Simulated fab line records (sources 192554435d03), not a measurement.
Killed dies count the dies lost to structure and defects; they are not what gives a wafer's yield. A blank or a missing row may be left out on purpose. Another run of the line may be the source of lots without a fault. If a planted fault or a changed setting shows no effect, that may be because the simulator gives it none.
The tool behind it: which one? | flow n5 finfet | 24 lots, 72 wafers sampled, at 4 steps of a route of 1938

== WHAT THE GAUGES READ, wafer by wafer ==
N5_BEOL_M3_INSPECT_59: inspects for defects (darkfield).
lot  | measured     | on                | raw defect count
L074 | day 7 02:43  | defect inspect-01 | 129 87 73
L075 | day 7 11:13  | defect inspect-01 | 129 103 62
L076 | day 8 00:18  | defect inspect-01 | 65 100 45
L077 | day 8 18:39  | defect inspect-02 | 31 64 35
L081 | day 8 23:09  | defect inspect-01 | 51 41 66
L080 | day 8 23:50  | defect inspect-02 | 120 96 78
L078 | day 9 00:58  | defect inspect-02 | 114 110 80
L079 | day 9 03:01  | defect inspect-02 | 64 86 55
L082 | day 9 03:23  | defect inspect-01 | 86 110 50
L083 | day 9 16:44  | defect inspect-02 | 161 163 120
L084 | day 9 18:28  | defect inspect-02 | 67 83 75
L085 | day 10 13:18 | defect inspect-01 | 66 67 67
L087 | day 10 19:50 | defect inspect-02 | 54 64 41
L086 | day 11 04:17 | defect inspect-02 | 72 86 46
L088 | day 11 07:53 | defect inspect-01 | 61 77 85
L089 | day 11 07:52 | defect inspect-02 | 44 64 83
L090 | day 11 11:17 | defect inspect-02 | 61 49 65
L091 | day 11 12:51 | defect inspect-01 | 75 52 42
L093 | day 11 22:59 | defect inspect-02 | 43 55 42
L092 | day 12 02:37 | defect inspect-02 | 70 37 30
L094 | day 12 17:23 | defect inspect-02 | 78 96 83
L095 | day 13 04:24 | defect inspect-02 | 63 65 55
L096 | day 13 08:17 | defect inspect-01 | 56 54 40
L097 | day 13 14:09 | defect inspect-02 | 81 49 57

N5_BEOL_M4_CD_MEAS_28: target cd 26.2 nm, target cd y 24.1 nm.
lot  | measured     | on        | cd nm (nm)
L074 | day 7 04:34  | cd sem-01 | 26.44 26.25 26.07
L075 | day 7 13:32  | cd sem-02 | 26.36 26.13 26.47
L076 | day 8 06:05  | cd sem-02 | 26.21 25.95 25.86
L077 | day 8 21:11  | cd sem-01 | 26.09 25.67 25.90
L081 | day 9 01:34  | cd sem-02 | 26.25 26.27 26.00
L080 | day 9 01:38  | cd sem-03 | 25.90 26.21 26.31
L078 | day 9 04:13  | cd sem-02 | 26.09 26.39 26.49
L079 | day 9 05:49  | cd sem-02 | 26.36 26.07 26.32
L082 | day 9 06:00  | cd sem-03 | 26.17 26.35 26.08
L083 | day 9 19:22  | cd sem-01 | 26.23 26.06 26.36
L084 | day 9 20:40  | cd sem-02 | 26.01 25.75 25.35
L085 | day 10 15:49 | cd sem-03 | 26.24 25.92 26.33
L087 | day 10 22:52 | cd sem-02 | 25.98 26.15 25.69
L086 | day 11 06:04 | cd sem-01 | 26.12 26.04 26.14
L088 | day 11 09:39 | cd sem-01 | 26.23 26.37 26.22
L089 | day 11 09:28 | cd sem-03 | 26.32 26.14 26.30
L090 | day 11 13:22 | cd sem-02 | 26.21 25.88 26.46
L091 | day 11 14:33 | cd sem-01 | 26.33 26.47 26.00
L093 | day 12 01:36 | cd sem-03 | 26.16 26.42 26.11
L092 | day 12 04:32 | cd sem-01 | 25.52 26.24 25.92
L094 | day 12 19:56 | cd sem-01 | 26.23 26.08 26.53
L095 | day 13 08:56 | cd sem-03 | 26.29 26.08 26.23
L096 | day 13 10:29 | cd sem-02 | 25.87 26.74 25.88
L097 | day 13 17:01 | cd sem-01 | 26.37 26.10 26.34

== WHICH TOOL RAN EACH LOT (tool, then ch and the chambers of the sampled wafers, then the start) ==
lot  | N5_BEOL_M3_SPUTTER_92        | N5_BEOL_M3_PRE_CLEAN_60
L074 | pvd sputter-02, day 7 01:13  | cvd co-02 ch 0,1,2, day 7 02:28
L075 | pvd sputter-01, day 7 09:40  | cvd co-02 ch 0,1,2, day 7 10:56
L076 | pvd sputter-02, day 7 22:47  | cvd co-01 ch 0,1,2, day 8 00:03
L077 | pvd sputter-03, day 8 17:07  | cvd co-01 ch 0,1, day 8 18:22
L081 | pvd sputter-03, day 8 21:35  | cvd co-02 ch 1,2, day 8 22:52
L080 | pvd sputter-01, day 8 22:19  | cvd co-02 ch 0,1,2, day 8 23:35
L078 | pvd sputter-03, day 8 23:28  | cvd co-02 ch 0,1,2, day 9 00:43
L079 | pvd sputter-03, day 9 01:30  | cvd co-01 ch 0,1,2, day 9 02:46
L082 | pvd sputter-02, day 9 01:53  | cvd co-02 ch 0,1,2, day 9 03:08
L083 | pvd sputter-03, day 9 15:11  | cvd co-01 ch 0,1,2, day 9 16:26
L084 | pvd sputter-01, day 9 16:56  | cvd co-01 ch 0,2, day 9 18:13
L085 | pvd sputter-02, day 10 11:28 | cvd co-02 ch 0,2, day 10 13:01
L087 | pvd sputter-01, day 10 17:08 | cvd co-01 ch 0,1,2, day 10 19:36
L086 | pvd sputter-03, day 11 02:46 | cvd co-02 ch 1,2, day 11 04:02
L088 | pvd sputter-03, day 11 06:19 | cvd co-01 ch 0,2, day 11 07:36
L089 | pvd sputter-02, day 11 06:19 | cvd co-02 ch 0,1,2, day 11 07:36
L090 | pvd sputter-03, day 11 09:41 | cvd co-02 ch 0,1,2, day 11 11:02
L091 | pvd sputter-01, day 11 11:20 | cvd co-01 ch 0,1,2, day 11 12:36
L093 | pvd sputter-03, day 11 20:59 | cvd co-01 ch 1,2, day 11 22:44
L092 | pvd sputter-02, day 12 01:06 | cvd co-01 ch 0,1,2, day 12 02:23
L094 | pvd sputter-01, day 12 15:28 | cvd co-02 ch 0,2, day 12 17:08
L095 | pvd sputter-03, day 13 02:47 | cvd co-02 ch 0,1,2, day 13 04:09
L096 | pvd sputter-01, day 13 06:44 | cvd co-01 ch 0,1,2, day 13 08:00
L097 | pvd sputter-03, day 13 12:32 | cvd co-02 ch 0,1, day 13 13:54
- N5_BEOL_M3_SPUTTER_92: material Cu, target thk 4.5 nm, time 8.29 s.
- N5_BEOL_M3_PRE_CLEAN_60: time 15 s.

== AS READ BY THE TOOLS THEMSELVES (means over the sampled wafers that have a number; for cases with no such wafer, the mark the record gives instead) ==
N5_BEOL_M3_SPUTTER_92.
lot  | tool           | chuck sensor temp C (C) | throttle valve pct (%)
L074 | pvd sputter-02 | -16.0                   | 30.3
L075 | pvd sputter-01 | -15.7                   | 30.8
L076 | pvd sputter-02 | -15.9                   | 30.6
L077 | pvd sputter-03 | -15.6                   | 30.3
L081 | pvd sputter-03 | -15.7                   | 30.0
L080 | pvd sputter-01 | -15.8                   | 31.5
L078 | pvd sputter-03 | -15.7                   | 30.2
L079 | pvd sputter-03 | -15.7                   | 29.6
L082 | pvd sputter-02 | -15.8                   | 30.1
L083 | pvd sputter-03 | -15.6                   | 29.4
L084 | pvd sputter-01 | -16.0                   | 30.3
L085 | pvd sputter-02 | -15.8                   | 30.6
L087 | pvd sputter-01 | -15.7                   | 31.8
L086 | pvd sputter-03 | -15.7                   | 30.1
L088 | pvd sputter-03 | -15.7                   | 30.2
L089 | pvd sputter-02 | -15.9                   | 30.3
L090 | pvd sputter-03 | -15.6                   | 30.1
L091 | pvd sputter-01 | -16.2                   | 31.8
L093 | pvd sputter-03 | -15.6                   | 30.0
L092 | pvd sputter-02 | -16.0                   | 30.9
L094 | pvd sputter-01 | -15.8                   | 31.3
L095 | pvd sputter-03 | -15.7                   | 30.0
L096 | pvd sputter-01 | -16.0                   | 31.1
L097 | pvd sputter-03 | -15.8                   | 30.3

N5_BEOL_M3_PRE_CLEAN_60.
lot  | tool      | heater power w (W)
L074 | cvd co-02 | 80
L075 | cvd co-02 | 81
L076 | cvd co-01 | 85
L077 | cvd co-01 | 68
L081 | cvd co-02 | 89
L080 | cvd co-02 | 80
L078 | cvd co-02 | 82
L079 | cvd co-01 | 84
L082 | cvd co-02 | 81
L083 | cvd co-01 | 85
L084 | cvd co-01 | 103
L085 | cvd co-02 | 73
L087 | cvd co-01 | 85
L086 | cvd co-02 | 95
L088 | cvd co-01 | 86
L089 | cvd co-02 | 81
L090 | cvd co-02 | 81
L091 | cvd co-01 | 86
L093 | cvd co-01 | 83
L092 | cvd co-01 | 84
L094 | cvd co-02 | 90
L095 | cvd co-02 | 81
L096 | cvd co-01 | 86
L097 | cvd co-02 | 73

== THE ANSWER, worked out from the rows above alone ==
Rule: what is usual is taken from the lots themselves. Put in order of their means at a reading, lots are off if they are a third of the lots or fewer, leave a main group of 4 or more, and stand apart from it by a gap of 3 or more times the standard deviation of the main group's means; of several such gaps the widest counts. Not used: any main group whose means are identical at the precision the tables above print for the reading. A lot without any number at a reading at which 4 lots or more have one is off too. Any other lot the step has rows for is counted as sound. Order of review: gauges by route order, followed by the tools' own readings, for which a lot's mean as printed above is used. The first step at which some lot is off is used, and at that step the reading that is off furthest; a lot without a number counts as furthest.
No lot is off at any reading shown: from this, nothing can be told.

== WHAT THE SIMULATOR HAD PUT IN ==
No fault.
